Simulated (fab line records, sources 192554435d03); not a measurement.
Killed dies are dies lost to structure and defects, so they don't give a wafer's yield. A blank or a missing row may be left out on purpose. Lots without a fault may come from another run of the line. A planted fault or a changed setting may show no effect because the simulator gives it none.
A struck lot beside a sound one | flow n5_finfet | 21 steps out of a route of 1938
Sound: wafers L264.2, L264.5, L264.6. Struck: wafers L256.2, L256.4, L256.5. The cause comes at the end.
At each step with rows: each side's tool, then ch and its chambers, then its first start. Under that, the readings that differ: sound wafers | struck wafers | difference of the means | sigmas: that difference in standard deviations of wafers without a fault.
alike: readings whose means differ by less than 2 such deviations, and words and numbers that are the same on both sides. not compared: withheld readings, readings that some wafer has no value for, bounds like >300 that may hide the same value, and numbers for which the record gives no deviation and whose values overlap.
The two part at a step that has a row with sigmas, a row that says differs or no value, or rows on one side only. Numbers that don't overlap but have no deviation are shown without sigmas and don't part them. A reading that every wafer of one side lacks parts them only if that side has two wafers or more.

first, 9 steps without rows for these wafers: N5_BEOL_M2_CO_CAP_55 (material Co, precursor CCTBA/H2, target thk 2 nm, time 102.1 s); N5_BEOL_M2_PRE_CLEAN_56 (time 15 s); N5_BEOL_M2_DEP_57 (deposits SiCN from 3MS/NH3, target thk 8 nm, time 14 s); N5_BEOL_M3_ILD_DEP_00 (deposits SiOC from DEMS/O2, target thk 79 nm, time 15.3 s); N5_BEOL_M3_PECVD_72 (deposits SiO2 from TEOS/O2, target thk 16 nm, time 18 s); N5_BEOL_M3_HM_DEP_02 (deposits TiN, target thk 20 nm); N5_BEOL_M3_COAT_61 (time 60 s, resist thk 60 nm); N5_BEOL_M3_COAT_62 (time 60 s, resist thk 12 nm); N5_BEOL_M3_COAT_73 (time 60 s, resist thk 5 nm).
N5_BEOL_M3_COAT_05: resist thk 30 nm.
  sound on litho_track-01 ch 0, day 13 05:29; struck on litho_track-04 ch 0, day 10 22:53
  reading                                      | sound                | struck               | difference | sigmas
  spin_speed_rpm (rpm)                         | 1501.3 1500.6 1500.7 | 1288.0 1288.5 1288.4 | -212.6     | -99 or more
  model.CAR-EUV_of_BEOL_M3_COAT_05.thk_nm (nm) | 30 30.2 30           | 32.6 32.4 32.6       | +2.5       |
  alike: dispense_pressure_kPa
then, 7 steps without rows for these wafers: N5_BEOL_M3_EBR_07; N5_BEOL_M3_SOFTBAKE_06 (time 60 s); N5_BEOL_M3_EXPOSE_08 (exposes mask M3); N5_BEOL_M3_PEB_09 (peb time 60 s); N5_BEOL_M3_DEVELOP_10 (develop time 30 s); N5_BEOL_M3_DESCUM_16 (chemistry O2, time 7 s); N5_BEOL_M3_ETCH_74 (etches underlayer in N2/H2, target depth 6.5 nm, time 5.2 s).
N5_BEOL_M3_ETCH_63: etches SiARC in CF4, target depth 15.6 nm, time 26 s.
  sound on rie_diel-02 ch 0, day 13 06:11; struck on rie_diel-02 ch 0,2, day 10 23:29
  reading                                      | sound          | struck         | difference | sigmas
  model.CAR-EUV_of_BEOL_M3_COAT_05.thk_nm (nm) | 11.2 11.4 11.2 | 13.6 13.8 13.8 | +2.5       |
  alike: drypump_motor_current_A, etch_rf_on_time_s, oes_product_au, rf_vpp_V, showerhead_plenum_p_Torr, throttle_valve_pct
  not compared: rf_hours_counter_h
then, 1 step without rows for these wafers: N5_BEOL_M3_ETCH_64 (etches SOC in N2/H2, target depth 75 nm, overetch 15 nm, time 112.5 s).
N5_BEOL_M4_RC_MEAS_101:
  sound on prober-01 ch 0, day 14 07:36; struck on prober-01 ch 0, day 12 11:19
  reading        | sound          | struck         | difference | sigmas
  IOFF_N (nA/um) | 0.14 0.15 0.07 | 0.24 0.29 0.14 | +0.10      | +2
  IOFF_P (nA/um) | 0.15 0.15 0.10 | 0.26 0.31 0.18 | +0.12      | +2
  ION_N (uA/um)  | 662 667 631    | 696 698 658    | +31        | +2
  VT_P (mV)      | -256 -257 -263 | -248 -247 -251 | +10        | +2
  alike: DIBL_N, DIBL_P, ION_P, SS_N, SS_P, VT_N
-- the record jumps here: 4 days lie between the struck wafers' starts before and after (it left off in module BEOL_M4 and takes up again in module PASSIVATION, whose first step shown is number 1936 of the route) --
N5_PASSIVATION_PROBE_49:
  the record has rows for the struck wafers here (prober-02, day 16 17:56) and none for the sound ones

WHERE THEY PART
First at N5_BEOL_M3_COAT_05; last, within this record, at N5_PASSIVATION_PROBE_49.

WHY: what the simulator had put in
Process parameter drift: litho_track-04, from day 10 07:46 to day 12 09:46, at N5_BEOL_M3_COAT_05. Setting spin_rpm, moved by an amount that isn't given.
